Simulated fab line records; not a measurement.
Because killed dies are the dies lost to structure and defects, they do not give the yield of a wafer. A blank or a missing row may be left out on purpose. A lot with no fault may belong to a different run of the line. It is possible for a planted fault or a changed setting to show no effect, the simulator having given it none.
fab line records | flow nandHarc
record lots=6 wafers=18 lastDay=24
route steps=1159 shown A_ONON_D1@445 A_CHANNEL_HOLE_D1@450 END@1159
lots with no fault: from the same line, run without faults
startH: start of the lot's first displayed wafer, in hours after the record's first day | waitH: hours from the lot's prior step to this one | " the same as in the row above | L1.1+2: several wafers, shown together as one row | - either no value or no given start | * or withheld: withheld | < > ~ a bound
route shown NAME@n: a module of which the file shows steps, and the number in the route of the first | usual: mean/standard deviation taken from wafers without a fault | same: alike in all rows | chamber/n: place in a boat | sites: the reading at each site | _std_site: standard deviation of those values | _edge_site: outer sites' mean less inner sites' | radiusMm: how far each site lies from the wafer's centre | mask NAME#n: copy n | behind: the most recent tool/chamber to have shaped the wafer | hold: why the lot went on hold/how many hours it stayed there/how the hold came to an end | device: transistor that didn't switch, given as n, p or np | end of line: the route-end tests of the same wafers | a step without rows: its recipe alone | killed: dies that structure and defects cost at the first sort, which is not the same as the wafer's yield | map: the dies of a wafer, with x for killed, . for not killed, _ for no die there
set.NAME: setting as actually run; set.NAME@STEP: the setting as run at that earlier step | model.NAME: the simulator's own value behind a step, which no gauge read
certain route steps with their lots: each step a table, each wafer a row
services: the hour from which a tool's chamber was out of use, counted from the record's first day as startH (under 0 if before that day), plus the number of hours and why
## steps
# step NHARC_A_ONON_D1_THK_MEAS_30
# recipe thkMeasGauge=ellipsometry
# usual thkNm=998/9.5
# columns lot.wafer tool chamber startH waitH thkNm
L578.1 filmMetro-01 - 188.98 - 982
L578.2 " - " " 980
L578.4 " - " " 980
L577.2 filmMetro-01 - 189.33 - 991
L577.3 " - " " 990
L577.4 " - " " 991
L587.1 filmMetro-02 - 238.64 - 1005
L587.3 " - " " 1006
L587.5 " - " " 1004
L588.2 filmMetro-01 - 250.29 - 997
L588.4 " - " " 999
L588.5 " - " " 997
L592.2 filmMetro-02 - 257.53 - 989
L592.3 " - " " 988
L592.6 " - " " 989
L595.2 filmMetro-02 - 279.13 - 989
L595.5 " - " " 988
L595.6 " - " " 988
# step NHARC_A_ONON_D1_DEP_33
# recipe targetThkA=2000 tempC=400 pressureTorr=6.5 rfW=900 teosFlowSccm=161.4 flowSccm=2650 targetThkNm=200 gas=O2 material=SiO2
# usual heaterPowerW=515/77 showerheadVppV=1847/89 throttleValvePct=15.8/0.43
# columns lot.wafer tool chamber startH waitH heaterPowerW showerheadVppV throttleValvePct
L578.1 pecvd-02 0 189.04 0.1 415 1964 15.2
L578.2 " 1 " " 420 1762 15.8
L578.4 " 1 " " 437 1747 15.7
L577.2 pecvd-01 1 189.39 0.1 473 1939 16.7
L577.3 " 2 " " 548 1811 16.6
L577.4 " 2 " " 563 1802 16.5
L587.1 pecvd-02 1 238.70 0.1 540 1737 15.8
L587.3 " 0 " " 428 1956 15.8
L587.5 " 2 " " 492 1957 15.6
L588.2 pecvd-01 1 250.35 0.1 504 1927 16.4
L588.4 " 2 " " 589 1781 15.8
L588.5 " 0 " " 446 1712 15.4
L592.3 pecvd-02 1 257.59 0.1 518 1741 16.1
L592.2 " 0 " " 393 1959 15.5
L592.6 " 2 " " 571 1898 15.7
L595.2 pecvd-01 2 279.19 0.1 565 1805 15.9
L595.5 " 0 " " 458 1736 15.6
L595.6 " 1 " " 431 1919 16.4
# step NHARC_A_ONON_D1_THK_MEAS_34
# recipe thkMeasGauge=ellipsometry
# usual thkNm=199.4/2.7
# columns lot.wafer tool chamber startH waitH thkNm
L578.1 filmMetro-02 - 189.45 - 197.3
L578.2 " - " " 202.1
L578.4 " - " " 199.7
L577.2 filmMetro-02 - 189.81 - 194.8
L577.3 " - " " 197.0
L577.4 " - " " 203.7
L587.1 filmMetro-02 - 239.11 - 199.7
L587.3 " - " " 200.0
L587.5 " - " " 200.9
L588.2 filmMetro-02 - 250.76 - 196.1
L588.4 " - " " 196.7
L588.5 " - " " 199.3
L592.2 filmMetro-01 - 258.03 - 196.6
L592.3 " - " " 198.4
L592.6 " - " " 197.9
L595.2 filmMetro-02 - 279.60 - 194.7
L595.5 " - " " 199.6
L595.6 " - " " 199.8
# step NHARC_A_ONON_D1_INSPECT_32
# usual rawDefectCount=72/24
# columns lot.wafer tool chamber startH waitH rawDefectCount
L578.1 defectInspect-01 - 189.54 0.0 70
L578.2 " - " " 69
L578.4 " - " " 75
L577.2 defectInspect-01 - 189.89 0.0 101
L577.3 " - " " 73
L577.4 " - " " 62
L587.1 defectInspect-01 - 239.17 0.0 57
L587.3 " - " " 39
L587.5 " - " " 62
L588.2 defectInspect-02 - 250.82 0.0 46
L588.4 " - " " 71
L588.5 " - " " 68
L592.2 defectInspect-02 - 258.09 0.0 49
L592.3 " - " " 52
L592.6 " - " " 56
L595.2 defectInspect-01 - 279.66 0.0 106
L595.5 " - " " 167
L595.6 " - " " 75
# step NHARC_A_CHANNEL_HOLE_D1_DEP_00
# recipe targetThkA=31000 tempC=400 material=aC
# usual throttleValvePct=35.001/0.0091
# columns lot.wafer tool chamber startH waitH throttleValvePct
L578.1 aclDep-01 0 189.61 0.1 34.997
L578.2 " 0 " " 35.019
L578.4 " 0 " " 34.996
L577.2 aclDep-02 0 191.80 1.9 34.995
L577.3 " 0 " " 34.998
L577.4 " 0 " " 35.006
L587.1 aclDep-02 0 242.18 3.0 34.989
L587.3 " 0 " " 34.992
L587.5 " 0 " " 35.009
L588.2 aclDep-02 0 252.54 1.7 35.013
L588.4 " 0 " " 35.014
L588.5 " 0 " " 34.999
L592.2 aclDep-02 0 259.62 1.5 34.985
L592.3 " 0 " " 34.994
L592.6 " 0 " " 35.005
L595.2 aclDep-03 0 280.90 1.2 35.017
L595.5 " 0 " " 34.997
L595.6 " 0 " " 35.014
# step NHARC_A_CHANNEL_HOLE_D1_DEP_01
# recipe targetThkA=1400 targetThkNm=140 tempC=400 pressureTorr=3.5 flowSccm=200 rfW=350 material=SiON
# usual heaterPowerW=711/75 showerheadVppV=1171/59
# columns lot.wafer tool chamber startH waitH heaterPowerW showerheadVppV
L578.2 pecvd-01 0 191.56 1.3 714 1094
L578.1 " 1 " " 694 1201
L578.4 " 2 " " 762 1156
L577.2 pecvd-04 2 193.41 1.3 640 1171
L577.3 " 1 " " 815 1135
L577.4 " 0 " " 804 1249
L587.3 pecvd-02 2 244.32 1.2 700 1225
L587.1 " 1 " " 745 1105
L587.5 " 0 " " 597 1212
L588.2 pecvd-01 2 254.16 1.3 688 1141
L588.4 " 2 " " 693 1156
L588.5 " 0 " " 699 1086
L592.3 pecvd-04 1 261.22 1.0 865 1119
L592.2 " 2 " " 760 1136
L592.6 " 2 " " 771 1161
L595.2 pecvd-02 1 282.74 1.5 755 1097
L595.6 " 2 " " 787 1204
L595.5 " 1 " " 757 1104
# step NHARC_A_CHANNEL_HOLE_D1_DEHYDRATE_02
# recipe tempC=150 timeS=120
# step NHARC_A_CHANNEL_HOLE_D1_HMDS_03
# recipe timeS=30
# step NHARC_A_CHANNEL_HOLE_D1_COAT_36
# recipe tempC=260 timeS=75
# step NHARC_A_CHANNEL_HOLE_D1_COAT_37
# recipe tempC=225 timeS=65
# step NHARC_A_CHANNEL_HOLE_D1_COAT_04
# recipe spinRpm=1500 resistThkNm=90
# step NHARC_A_CHANNEL_HOLE_D1_SOFTBAKE_05
# recipe tempC=105 timeS=55
# usual heaterPowerTotalW=188.44/0.13
# columns lot.wafer tool chamber startH waitH heaterPowerTotalW
L578.1 lithoTrack-01 0 191 - 188.35
L578.2 " 0 " " 188.34
L578.4 " 0 " " 188.38
L577.2 lithoTrack-04 0 193 - 188.45
L577.3 " 0 " " 188.47
L577.4 " 0 " " 188.40
L587.1 lithoTrack-01 0 244 - 192.87
L587.3 " 0 " " 192.85
L587.5 " 0 " " 192.97
L588.2 lithoTrack-01 0 254 - 192.89
L588.4 " 0 " " 192.99
L588.5 " 0 " " 192.91
L592.2 lithoTrack-04 0 261 - 188.34
L592.3 " 0 " " 188.82
L592.6 " 0 " " 188.36
L595.2 lithoTrack-06 0 282 - 188.32
L595.5 " 0 " " 188.54
L595.6 " 0 " " 188.31
# step NHARC_A_CHANNEL_HOLE_D1_EBR_06
# step NHARC_END_SORT_01
# recipe tempC=25
# usual killedAtArray=28/10 killedAtOther=0.5/0.82 killedAtPeriphery=3.4/2.2 killedDies=31/10 killedOpen=3.4/1.9 killedShort=1.9/1.3
# same grossDies=677
# columns lot.wafer tool chamber startH waitH killedAtArray killedAtOther killedAtPeriphery killedDies killedOpen killedShort
L578.1 prober-02 0 466.29 2.5 29 0 7 36 4 2
L578.2 prober-02 0 467.08 2.8 17 1 5 23 3 0
L578.4 prober-02 0 468.66 3.4 14 0 8 22 3 1
L577.2 prober-02 0 474.79 2.8 17 0 1 18 2 1
L577.3 prober-02 0 475.60 3.1 26 0 4 30 3 2
L577.4 prober-02 0 476.40 3.4 20 0 6 26 7 1
L595.2 prober-01 0 562.10 2.8 19 0 3 22 4 4
L595.5 prober-01 0 564.50 3.7 25 0 3 28 8 2
L595.6 prober-01 0 565.30 4.0 19 0 2 21 4 4
# killed by level:class
L578.1 A_CHANNEL_HOLE_D1:chamberFilmFlake=15 A_STAIRCASE:chamberFilmFlake=4 A_CONTACT:geometricParticle:open=3 P_ZERO_WELL:chamberFilmFlake=3 P_STI:chamberFilmFlake=2 A_CHANNEL_FILL_D1:chamberFilmFlake=2 P_CONTACT:geometricParticle:short=1 A_SOURCE_PLATE:geometricParticle:short=1
L578.2 A_CHANNEL_HOLE_D1:chamberFilmFlake=10 A_CHANNEL_FILL_D1:chamberFilmFlake=4 P_ZERO_WELL:chamberFilmFlake=3 P_M0:geometricParticle:open=1 A_ONON_D1:geometricParticle:open=1 A_CHANNEL_HOLE_D1:geometricParticle:open=1 P_STI:chamberFilmFlake=1 A_CONTACT:chamberFilmFlake=1
L578.4 P_STI:chamberFilmFlake=5 A_CHANNEL_HOLE_D1:chamberFilmFlake=4 A_CONTACT:chamberFilmFlake=4 A_STAIRCASE:chamberFilmFlake=3 P_M0:geometricParticle:open=1 A_CHANNEL_FILL_D1:geometricParticle:open=1 A_WL_FILL:geometricParticle:short=1 A_BLC:geometricParticle:open=1
L577.2 A_CHANNEL_HOLE_D1:chamberFilmFlake=11 A_WL_FILL:chamberFilmFlake=2 A_CHANNEL_FILL_D1:geometricParticle:open=1 A_CONTACT:geometricParticle:short=1 A_CONTACT:geometricParticle:open=1 P_GATE:chamberFilmFlake=1 A_CHANNEL_FILL_D1:chamberFilmFlake=1
L577.3 A_CHANNEL_HOLE_D1:chamberFilmFlake=17 A_STAIRCASE:chamberFilmFlake=2 P_CONTACT:geometricParticle:short=1 P_M1:geometricParticle:open=1 A_ONON_D1:geometricParticle:open=1 A_CHANNEL_FILL_D1:geometricParticle:short=1 A_CONTACT:geometricParticle:open=1 P_GATE:chamberFilmFlake=1
L577.4 A_CHANNEL_HOLE_D1:chamberFilmFlake=11 A_CONTACT:chamberFilmFlake=3 P_STI:geometricParticle:open=2 P_CONTACT:geometricParticle:open=2 A_CONTACT:geometricParticle:open=2 A_CHANNEL_HOLE_D1:geometricParticle:short=1 A_STAIRCASE:geometricParticle:open=1 P_ZERO_WELL:chamberFilmFlake=1
L595.2 A_CONTACT:chamberFilmFlake=5 A_CHANNEL_FILL_D1:geometricParticle:short=4 A_CHANNEL_HOLE_D1:chamberFilmFlake=4 P_M0:geometricParticle:open=2 A_CONTACT:geometricParticle:open=2 A_STAIRCASE:chamberFilmFlake=2 P_GATE:chamberFilmFlake=1 A_ZERO_WELL:chamberFilmFlake=1
L595.5 A_CHANNEL_HOLE_D1:chamberFilmFlake=10 A_CONTACT:chamberFilmFlake=5 A_WL_FILL:geometricParticle:open=2 A_CONTACT:geometricParticle:open=2 P_M0:chamberFilmFlake=2 P_M0:geometricParticle:open=1 A_CHANNEL_FILL_D1:geometricParticle:open=1 A_CHANNEL_FILL_D1:geometricParticle:short=1
L595.6 A_CONTACT:chamberFilmFlake=6 A_CHANNEL_HOLE_D1:chamberFilmFlake=3 A_WL_FILL:geometricParticle:short=2 A_BLC:geometricParticle:open=2 P_STI:chamberFilmFlake=2 A_CHANNEL_FILL_D1:geometricParticle:short=1 A_SGD_CUT:geometricParticle:short=1 A_SLIT:geometricParticle:open=1
## services
# columns tool chamber startH hours kind
pecvd-02 0 166.22 - clean
pecvd-02 1 166.22 - clean
pecvd-02 2 166.22 - clean
aclDep-02 - 169.33 13.0 pm
pecvd-04 - 196.58 13.0 pm
pecvd-04 0 196.58 13.0 ventCycle
pecvd-04 1 196.58 13.0 ventCycle
pecvd-04 2 196.58 13.0 ventCycle
pecvd-04 0 209.58 - clean
pecvd-04 1 209.58 - clean
pecvd-04 2 209.58 - clean
aclDep-03 - 224.48 13.0 pm
pecvd-01 - 237.19 13.0 pm
pecvd-01 0 237.19 13.0 ventCycle
pecvd-01 1 237.19 13.0 ventCycle
pecvd-01 2 237.19 13.0 ventCycle
pecvd-04 2 240.71 8.4 repair
pecvd-01 0 250.19 - clean
pecvd-01 1 250.19 - clean
pecvd-01 2 250.19 - clean
lithoTrack-01 - 268.00 7.0 pm
## key
firstSign step=NHARC_A_CHANNEL_HOLE_D1_SOFTBAKE_05 reading=heaterPowerTotalW direction=up sigmas=33 usual=* struck=*
effect none on later readings
metAt NHARC_A_CHANNEL_HOLE_D1_SOFTBAKE_05
struckWafers L587.1,L587.3,L587.5,L588.2,L588.4,L588.5
testerLeftOut L587,L588
onsetBetween 191 244
fault kind=processParameterDrift tool=lithoTrack-01 chamber=- onsetH=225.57 steps=NHARC_A_CHANNEL_HOLE_D1_SOFTBAKE_05 channel=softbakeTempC offset=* shape=step endH=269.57 actsIn=* stated=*
# testerLeftOut: of these lots the tester's yield and bins aren't shown, on N5 and GAA mostly nor the transistor test; their killed dies are dies lost to structure and defects alone, not to doping, threshold or leakage, so they don't give the yield
